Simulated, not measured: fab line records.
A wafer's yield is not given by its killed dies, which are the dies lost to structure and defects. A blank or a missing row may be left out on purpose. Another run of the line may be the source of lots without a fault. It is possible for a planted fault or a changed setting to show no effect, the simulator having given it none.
fab line records | flow nand_harc
record: lots: 6 | wafers: 18 | last_day: 24
route steps=1159 shown P_BONDPAD@356 END@1159
lots untouched by any fault: they come from a run of this same line in which no faults occurred
start_h: the number of hours between the record's first day and the start of the first shown wafer of the lot | wait_h: how many hours have passed since the lot's step before this one | " the same as in the row above | L1.1+2: one row covering several wafers at once | - no value present, or no start provided | * or withheld: withheld | < > ~ a bound
route shown NAME@n: names a module that has steps shown in the file, with the first one's number in the route | usual: mean and standard deviation over wafers with no fault | same: alike in all rows | chamber/n: place in a boat | sites: each site's reading | _std_site: standard deviation of those values | _edge_site: inner sites' mean taken away from outer sites' mean | radius_mm: how far each site lies from the wafer's centre | mask NAME#n: copy n | behind: the last tool/chamber to shape the wafer | hold: why the lot was held/for how many hours/how that ended | device: the n, p or np transistor that did not switch | end of line: tests of these same wafers at the route's end | where a step has no rows: the recipe by itself | killed: count of dies lost to structure and defects at first sort (not the wafer's yield) | map: a wafer's dies, x killed, . not, _ none there
set.NAME: the run value of the setting; set.NAME@STEP: its run value at that earlier step | model.NAME: the simulator's own value behind a step, which no gauge read
lots seen at some steps along the route; tables by step, rows by wafer
services: from which hour (start_h, from the record's first day; less than 0 if before it) a tool's chamber was out of use, for how many hours, and why
== steps ==
step: NHARC_P_BONDPAD_HMDS_02
recipe: time_s: 30
step: NHARC_P_BONDPAD_COAT_36
recipe: temp_c: 200 | time_s: 65
step: NHARC_P_BONDPAD_COAT_03
recipe: spin_rpm: 2000 | resist_thk_nm: 600
step: NHARC_P_BONDPAD_SOFTBAKE_04
recipe: temp_c: 125 | time_s: 70
step: NHARC_P_BONDPAD_EBR_05
step: NHARC_P_BONDPAD_EXPOSE_06
recipe: na: 0.55 | dose_mj: 37.06 | mask_id: P_BPAD
step: NHARC_P_BONDPAD_PEB_07
recipe: peb_temp_c: 128 | peb_time_s: 80
step: NHARC_P_BONDPAD_DEVELOP_08
recipe: time_s: 50 | dev_temp_c: 22
step: NHARC_P_BONDPAD_CD_MEAS_09
recipe: target_cd_nm: 500 | landing_energy_ev: 500
usual: cd_nm: 499.6/1.7
lot.wafer | tool      | chamber | start_h | wait_h | cd_nm
L945.3    | cd_sem-02 | 0       | 131.03  | -      | 498.2
L945.4    | "         | 0       | "       | "      | 498.4
L945.5    | "         | 0       | "       | "      | 499.4
L948.2    | cd_sem-03 | 0       | 157.39  | -      | 500.2
L948.3    | "         | 0       | "       | "      | 501.4
L948.4    | "         | 0       | "       | "      | 500.0
L959.1    | cd_sem-03 | 0       | 209.76  | -      | 495.2
L959.2    | "         | 0       | "       | "      | 495.5
L959.3    | "         | 0       | "       | "      | 498.6
L956.3    | cd_sem-01 | 0       | 211.10  | -      | 498.4
L956.5    | "         | 0       | "       | "      | 499.4
L956.6    | "         | 0       | "       | "      | 499.1
L966.1    | cd_sem-01 | 0       | 247.20  | -      | 500.9
L966.2    | "         | 0       | "       | "      | 499.9
L966.4    | "         | 0       | "       | "      | 497.7
L965.3    | cd_sem-03 | 0       | 248.27  | -      | 501.8
L965.4    | "         | 0       | "       | "      | 498.2
L965.5    | "         | 0       | "       | "      | 499.8
step: NHARC_P_BONDPAD_OVL_MEAS_38
usual: overlay_x_nm: -1/5.6 | overlay_y_nm: 1/6.5
lot.wafer | tool       | chamber | start_h | wait_h | overlay_x_nm | overlay_y_nm
L945.3    | overlay-01 | -       | 131.11  | -      | -4           | 1
L945.4    | "          | -       | "       | "      | -4           | 1
L945.5    | "          | -       | "       | "      | -4           | 2
L948.2    | overlay-02 | -       | 157.47  | -      | -3           | -6
L948.3    | "          | -       | "       | "      | -3           | -5
L948.4    | "          | -       | "       | "      | -4           | -6
L959.1    | overlay-02 | -       | 209.85  | -      | 3            | 2
L959.2    | "          | -       | "       | "      | 4            | 2
L959.3    | "          | -       | "       | "      | 3            | 2
L956.3    | overlay-01 | -       | 211.20  | -      | -3           | 4
L956.5    | "          | -       | "       | "      | -2           | 4
L956.6    | "          | -       | "       | "      | -2           | 4
L966.1    | overlay-01 | -       | 247.29  | -      | 2            | -11
L966.2    | "          | -       | "       | "      | 2            | -12
L966.4    | "          | -       | "       | "      | 2            | -12
L965.3    | overlay-02 | -       | 248.35  | -      | -2           | -9
L965.4    | "          | -       | "       | "      | -2           | -9
L965.5    | "          | -       | "       | "      | -2           | -10
step: NHARC_P_BONDPAD_HARDBAKE_10
recipe: temp_c: 118 | time_s: 65
step: NHARC_P_BONDPAD_DESCUM_11
recipe: time_s: 3 | o2_flow_sccm: 200 | ar_flow_sccm: 0 | bias_power_w: 0 | chemistry: O2
usual: drypump_motor_current_A: 6.1/0.45 | oes_product_au: 0.999/0.0078 | rf_vpp_V: 58.0/0.89 | showerhead_plenum_p_Torr: 1.94/0.075 | throttle_valve_pct: 11.311/0.0098
lot.wafer | tool        | chamber | start_h | wait_h | drypump_motor_current_A | oes_product_au | rf_hours_counter_h | rf_vpp_V | showerhead_plenum_p_Torr | throttle_valve_pct
L945.3    | rie_diel-06 | 1       | 131.24  | -      | 6.3                     | 1.006          | 5                  | 58.4     | 1.82                     | 11.303
L945.4    | "           | 2       | "       | "      | 5.5                     | 0.995          | 6                  | 58.9     | 2.01                     | 11.312
L945.5    | "           | 2       | "       | "      | 5.5                     | 0.989          | -                  | 57.7     | 2.01                     | 11.310
L948.4    | rie_diel-06 | 2       | 157.60  | -      | 5.5                     | 0.997          | 9                  | 58.7     | 2.01                     | 11.317
L948.3    | "           | 3       | "       | "      | 6.4                     | 1.008          | 8                  | 56.9     | 1.98                     | 11.282
L948.2    | "           | 1       | "       | "      | 6.3                     | 1.007          | 9                  | 57.7     | 1.82                     | 11.322
L959.2    | rie_diel-06 | 0       | 209.99  | -      | 6.6                     | 0.998          | 12                 | 58.1     | 1.99                     | 11.319
L959.3    | "           | 1       | "       | "      | 6.3                     | 1.001          | 13                 | 57.6     | 1.82                     | 11.321
L959.1    | "           | 3       | "       | "      | 6.4                     | 0.995          | 12                 | 58.0     | 1.98                     | 11.324
L956.3    | rie_diel-06 | 1       | 211.32  | -      | 6.4                     | 1.004          | 13                 | 56.4     | 1.82                     | 11.317
L956.6    | "           | 1       | "       | "      | 6.4                     | 1.002          | -                  | 59.3     | 1.82                     | 11.319
L956.5    | "           | 2       | "       | "      | 5.5                     | 0.993          | -                  | 57.8     | 2.01                     | 11.321
L966.4    | rie_diel-11 | 1       | 247.43  | -      | 5.9                     | 0.996          | 19                 | 58.5     | 1.94                     | 11.285
L966.2    | "           | 2       | "       | "      | 5.3                     | 1.010          | 19                 | 56.8     | 2.00                     | 11.312
L966.1    | "           | 3       | "       | "      | 5.5                     | 1.009          | 19                 | 57.0     | 1.95                     | 11.320
L965.4    | rie_diel-11 | 3       | 248.47  | -      | 5.5                     | 0.995          | 20                 | 57.8     | 1.95                     | 11.314
L965.3    | "           | 0       | "       | "      | 6.1                     | 0.994          | 12                 | 58.0     | 1.94                     | 11.316
L965.5    | "           | 3       | "       | "      | 5.5                     | 0.996          | -                  | 58.0     | 1.95                     | 11.294
step: NHARC_P_BONDPAD_ETCH_37
recipe: target_depth_a: 600 | overetch_a: 180 | time_s: 65.91 | ion_energy_ev: 200 | n2_flow_sccm: 150 | h2_flow_sccm: 150 | ar_flow_sccm: 0 | rf_w: 400 | bias_w: 150 | chemistry: N2/H2
usual: drypump_motor_current_A: 6.0/0.45 | h2_flow_sccm: 150.0/0.45 | oes_product_au: 1.000/0.0075 | rf_vpp_V: 431.4/2.5 | showerhead_plenum_p_Torr: 2.07/0.083 | throttle_valve_pct: 14.171/0.009
lot.wafer | tool        | chamber | start_h | wait_h | drypump_motor_current_A | h2_flow_sccm | oes_product_au | rf_hours_counter_h | rf_vpp_V | showerhead_plenum_p_Torr | throttle_valve_pct
L945.4    | rie_diel-06 | 1       | 131.32  | 0.1    | 6.3                     | 150.0        | 1.010          | 5                  | 427.5    | 1.94                     | 14.165
L945.3    | "           | 3       | "       | "      | 6.4                     | 149.8        | 1.006          | 5                  | 432.9    | 2.12                     | 14.173
L945.5    | "           | 1       | "       | "      | 6.3                     | 150.4        | 1.016          | -                  | 427.8    | 1.94                     | 14.177
L948.2    | rie_diel-06 | 2       | 157.68  | 0.1    | 5.5                     | 150.0        | 0.997          | 9                  | 433.6    | 2.14                     | 14.169
L948.4    | "           | 3       | "       | "      | 6.4                     | 149.8        | 0.997          | 8                  | 433.2    | 2.11                     | 14.181
L948.3    | "           | 0       | "       | "      | 6.6                     | 149.9        | 1.006          | 8                  | 432.2    | 2.13                     | 14.160
L959.1    | rie_diel-06 | 1       | 210.09  | 0.1    | 6.3                     | 149.9        | 1.002          | 13                 | 427.8    | 1.94                     | 14.166
L959.3    | "           | 3       | "       | "      | 6.4                     | 149.8        | 0.999          | 12                 | 431.2    | 2.11                     | 14.178
L959.2    | "           | 0       | "       | "      | 6.5                     | 150.8        | 0.861          | 12                 | 433.0    | 2.12                     | 14.191
L956.3    | rie_diel-06 | 1       | 211.42  | 0.1    | 6.3                     | 150.6        | 0.999          | 13                 | 428.4    | 1.94                     | 14.165
L956.5    | "           | 0       | "       | "      | 6.6                     | 150.2        | 0.846          | -                  | 432.0    | 2.12                     | 14.159
L956.6    | "           | 1       | "       | "      | 6.4                     | 149.9        | 1.003          | -                  | 427.7    | 1.94                     | 14.179
L966.4    | rie_diel-11 | 1       | 247.62  | 0.2    | 5.8                     | 150.3        | 1.004          | 20                 | 432.3    | 2.07                     | 14.167
L966.2    | "           | 2       | "       | "      | 5.4                     | 150.1        | 0.998          | 19                 | 433.0    | 2.14                     | 14.179
L966.1    | "           | 3       | "       | "      | 5.5                     | 150.0        | 0.996          | 19                 | 432.0    | 2.08                     | 14.170
L965.3    | rie_diel-11 | 1       | 248.62  | 0.1    | 5.8                     | 150.0        | 0.996          | 20                 | 431.7    | 2.07                     | 14.177
L965.4    | "           | 3       | "       | "      | 5.5                     | 149.6        | 0.995          | 20                 | 432.7    | 2.08                     | 14.161
L965.5    | "           | 1       | "       | "      | 5.9                     | 150.3        | 0.996          | -                  | 431.1    | 2.07                     | 14.159
step: NHARC_P_BONDPAD_ETCH_12
recipe: target_depth_a: 2000 | time_s: 100 | chf3_flow_sccm: 50 | o2_flow_sccm: 10 | ar_flow_sccm: 200 | rf_w: 500 | bias_w: 200 | chemistry: CHF3/O2
usual: drypump_motor_current_A: 6.1/0.45 | oes_product_au: 0.936/0.021 | rf_vpp_V: 371.3/2.2 | showerhead_plenum_p_Torr: 2.43/0.09 | throttle_valve_pct: 20.573/0.0086
lot.wafer | tool        | chamber | start_h | wait_h | drypump_motor_current_A | oes_product_au | rf_hours_counter_h | rf_vpp_V | showerhead_plenum_p_Torr | throttle_valve_pct
L945.3    | rie_diel-06 | 3       | -       | -      | 6.4                     | 0.991          | 6                  | 372.3    | 2.48                     | 20.576
L945.4    | "           | 2       | "       | "      | 5.5                     | 0.971          | 6                  | 372.7    | 2.52                     | 20.590
L945.5    | "           | 3       | "       | "      | 6.4                     | 0.984          | -                  | 372.6    | 2.48                     | 20.576
L948.2    | rie_diel-06 | 0       | -       | -      | 6.6                     | 0.980          | 8                  | 372.7    | 2.50                     | 20.587
L948.4    | "           | 1       | "       | "      | 6.3                     | 0.974          | 9                  | 367.8    | 2.29                     | 20.580
L948.3    | "           | 3       | "       | "      | 6.4                     | 0.958          | 8                  | 371.7    | 2.48                     | 20.571
L959.2    | rie_diel-06 | 0       | -       | -      | 6.6                     | 0.914          | 12                 | 372.6    | 2.49                     | 20.577
L959.1    | "           | 1       | "       | "      | 6.3                     | 0.924          | 13                 | 367.5    | 2.29                     | 20.575
L959.3    | "           | 3       | "       | "      | 6.4                     | 0.921          | 12                 | 371.8    | 2.48                     | 20.568
L956.3    | rie_diel-06 | 2       | -       | -      | 5.5                     | 0.933          | 13                 | 375.0    | 2.51                     | 20.573
L956.5    | "           | 3       | "       | "      | 6.4                     | 0.925          | -                  | 370.4    | 2.48                     | 20.566
L956.6    | "           | 0       | "       | "      | 6.6                     | 0.921          | -                  | 373.1    | 2.49                     | 20.565
L966.1    | rie_diel-11 | 0       | -       | -      | 6.1                     | 0.939          | 12                 | 371.1    | 2.43                     | 20.574
L966.2    | "           | 2       | "       | "      | 5.4                     | 0.934          | 20                 | 374.3    | 2.51                     | 20.560
L966.4    | "           | 3       | "       | "      | 5.5                     | 0.926          | 19                 | 370.5    | 2.44                     | 20.576
L965.4    | rie_diel-11 | 2       | -       | -      | 5.4                     | 0.921          | 20                 | 372.3    | 2.51                     | 20.577
L965.3    | "           | 1       | "       | "      | 5.8                     | 0.912          | 20                 | 371.9    | 2.43                     | 20.562
L965.5    | "           | 3       | "       | "      | 5.5                     | 0.918          | -                  | 371.8    | 2.44                     | 20.553
step: NHARC_END_SORT_01
recipe: temp_c: 25
usual: defect_limited_yield: 95.3/1.7 | killed_at_array: 28/11 | killed_at_other: 0.5/0.85 | killed_at_periphery: 2.7/1.9 | killed_dies: 32/12 | killed_open: 3.3/1.6 | killed_short: 2.1/1.5 | sort_bin_2_pct: 1.5/0.71 | sort_bin_3_pct: 0.25/0.23 | sort_bin_4_pct: 3.0/1.1 | sort_n_pass: 645/12 | sort_rim_yield_pct: 95/3.1 | sort_yield_pct: 95.3/1.7
same: gross_dies: 677 | sort_bin_5_pct[%]: 0 | sort_bin_6_pct[%]: 0 | sort_bin_7_pct[%]: 0 | sort_bin_8_pct[%]: 0 | sort_rim_n_gross: 106.00
lot.wafer | tool      | chamber | start_h | wait_h | defect_limited_yield[%] | killed_at_array | killed_at_other | killed_at_periphery | killed_dies | killed_open | killed_short | sort_bin_2_pct[%] | sort_bin_3_pct[%] | sort_bin_4_pct[%] | sort_n_pass | sort_rim_yield_pct[%] | sort_yield_pct[%]
L959.1    | prober-02 | 0       | 512.95  | 2.5    | 89.5                    | 65              | 1               | 5                   | 71          | 2           | 2            | 3.4               | 1.48              | 5.6               | 606         | 83                    | 89.5
L959.2    | prober-02 | 0       | 513.74  | 2.8    | 94.2                    | 37              | 0               | 2                   | 39          | 3           | 2            | 2.2               | 0.30              | 3.2               | 638         | 95                    | 94.2
L959.3    | prober-02 | 0       | 514.53  | 3.1    | 92.2                    | 51              | 1               | 1                   | 53          | 3           | 2            | 2.8               | 0.59              | 4.4               | 624         | 92                    | 92.2
L965.3    | prober-01 | 0       | 565.63  | 3.1    | 94.2                    | 34              | 2               | 3                   | 39          | 7           | 1            | 1.9               | 0.44              | 3.4               | 638         | 91                    | 94.2
L965.4    | prober-01 | 0       | 566.44  | 3.4    | 92.9                    | 45              | 1               | 2                   | 48          | 1           | 6            | 2.5               | 0.89              | 3.7               | 629         | 92                    | 92.9
L965.5    | prober-01 | 0       | 567.25  | 3.7    | 93.8                    | 38              | 1               | 3                   | 42          | 2           | 4            | 1.9               | 0.30              | 4.0               | 635         | 89                    | 93.8
L966.1    | prober-01 | 0       | 571.82  | 2.5    | 93.8                    | 37              | 0               | 5                   | 42          | 8           | 3            | 1.5               | 0.15              | 4.6               | 635         | 94                    | 93.8
L966.2    | prober-01 | 0       | 572.61  | 2.8    | 93.9                    | 36              | 0               | 5                   | 41          | 3           | 4            | 2.8               | 0.15              | 3.1               | 636         | 98                    | 93.9
L966.4    | prober-01 | 0       | 574.18  | 3.3    | 93.6                    | 34              | 0               | 9                   | 43          | 3           | 9            | 2.7               | 0.15              | 3.5               | 634         | 96                    | 93.6
killed by level:class
L959.1 A_CHANNEL_HOLE_D1:chamber_film_flake=24 A_SLIT:chamber_film_flake=18 A_STAIRCASE:chamber_film_flake=11 A_CONTACT:chamber_film_flake=6 A_CHANNEL_FILL_D1:chamber_film_flake=3 P_ZERO_WELL:chamber_film_flake=2 P_M1:chamber_film_flake=2 P_M0:geometric_particle:open=1
L959.2 A_SLIT:chamber_film_flake=14 A_CHANNEL_HOLE_D1:chamber_film_flake=7 A_STAIRCASE:chamber_film_flake=7 A_CONTACT:chamber_film_flake=4 P_M0:geometric_particle:open=1 A_ONON_D1:geometric_particle:short=1 A_CHANNEL_HOLE_D1:geometric_particle:short=1 A_WL_FILL:geometric_particle:open=1
L959.3 A_SLIT:chamber_film_flake=18 A_CHANNEL_HOLE_D1:chamber_film_flake=15 A_STAIRCASE:chamber_film_flake=11 A_CONTACT:chamber_film_flake=2 A_CHANNEL_HOLE_D1:geometric_particle:short=1 A_CHANNEL_FILL_D1:geometric_particle:open=1 A_SGD_CUT:geometric_particle:open=1 A_M0:geometric_particle:open=1
L965.3 A_CHANNEL_HOLE_D1:chamber_film_flake=15 A_SLIT:chamber_film_flake=11 A_ONON_D1:geometric_particle:open=3 A_CONTACT:geometric_particle:open=2 P_BONDPAD:chamber_film_flake=2 P_M0:geometric_particle:open=1 A_CHANNEL_FILL_D1:geometric_particle:short=1 STARTING-WAFER:geometric_particle:open=1
L965.4 A_CHANNEL_HOLE_D1:chamber_film_flake=17 A_SLIT:chamber_film_flake=15 A_CONTACT:chamber_film_flake=3 A_WL_FILL:geometric_particle:short=2 A_STAIRCASE:chamber_film_flake=2 A_SGD_CUT:chamber_film_flake=2 P_CONTACT:geometric_particle:short=1 A_ONON_D1:geometric_particle:short=1
L965.5 A_SLIT:chamber_film_flake=15 A_CHANNEL_HOLE_D1:chamber_film_flake=12 A_STAIRCASE:chamber_film_flake=4 P_M0:geometric_particle:short=2 A_CONTACT:chamber_film_flake=2 A_CHANNEL_HOLE_D1:geometric_particle:short=1 A_CHANNEL_FILL_D1:geometric_particle:open=1 A_SGD_CUT:geometric_particle:short=1
L966.1 A_SLIT:chamber_film_flake=13 A_CHANNEL_HOLE_D1:chamber_film_flake=10 A_CONTACT:chamber_film_flake=3 A_CHANNEL_FILL_D1:geometric_particle:short=2 P_ZERO_WELL:chamber_film_flake=2 A_SGD_CUT:chamber_film_flake=2 P_GATE:geometric_particle:open=1 P_M0:geometric_particle:open=1
L966.2 A_SLIT:chamber_film_flake=17 A_CHANNEL_HOLE_D1:chamber_film_flake=4 A_CHANNEL_FILL_D1:geometric_particle:open=3 A_CONTACT:chamber_film_flake=3 P_ZERO_WELL:chamber_film_flake=2 P_BONDPAD:chamber_film_flake=2 A_STAIRCASE:chamber_film_flake=2 A_SGD_CUT:chamber_film_flake=2
L966.4 A_SLIT:chamber_film_flake=16 A_CHANNEL_HOLE_D1:chamber_film_flake=4 A_CHANNEL_FILL_D1:geometric_particle:short=3 P_ZERO_WELL:chamber_film_flake=3 P_BONDPAD:chamber_film_flake=3 A_ONON_D1:geometric_particle:short=2 A_WL_FILL:geometric_particle:short=2 A_WL_FILL:chamber_film_flake=2
== services ==
tool        | chamber | start_h | hours | kind
rie_diel-11 | 2       | 119.37  | 3.8   | repair
rie_diel-11 | 1       | 120.32  | 20.1  | repair
rie_diel-06 | 0       | 122.34  | -     | clean
rie_diel-06 | 1       | 122.34  | -     | clean
rie_diel-06 | 2       | 122.34  | -     | clean
rie_diel-06 | 3       | 122.34  | -     | clean
rie_diel-06 | -       | 134.87  | 0.7   | repair
rie_diel-06 | 0       | 146.84  | -     | clean
rie_diel-06 | 1       | 146.84  | -     | clean
rie_diel-06 | 2       | 146.84  | -     | clean
rie_diel-06 | 3       | 146.84  | -     | clean
rie_diel-11 | -       | 153.86  | 0.4   | repair
rie_diel-06 | 0       | 171.34  | -     | clean
rie_diel-06 | 1       | 171.34  | -     | clean
rie_diel-06 | 2       | 171.34  | -     | clean
rie_diel-06 | 3       | 171.34  | -     | clean
rie_diel-11 | 2       | 188.43  | 10.9  | repair
rie_diel-11 | -       | 191.53  | 9.0   | pm
rie_diel-06 | 0       | 196.09  | -     | clean
rie_diel-06 | 1       | 196.09  | -     | clean
rie_diel-06 | 2       | 201.29  | 9.5   | repair
rie_diel-06 | 0       | 218.07  | 8.5   | repair
rie_diel-11 | 0       | 223.77  | 14.4  | repair
rie_diel-06 | -       | 241.34  | 9.0   | pm
== key ==
first_sign: step: NHARC_P_BONDPAD_ETCH_37 | reading: oes_product_au | direction: down | sigmas: 20 | usual: 1.000 | struck: 0.853
effect none on later readings
met_at NHARC_P_BONDPAD_ETCH_37
struck_wafers L956.5,L959.2
onset_between 157.68 210.09
fault: kind: process_parameter_drift | tool: rie_diel-06 | chamber: 0 | onset_h: 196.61 | steps: NHARC_P_BONDPAD_ETCH_37 | channel: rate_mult | offset: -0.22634 | shape: step | end_h: 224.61
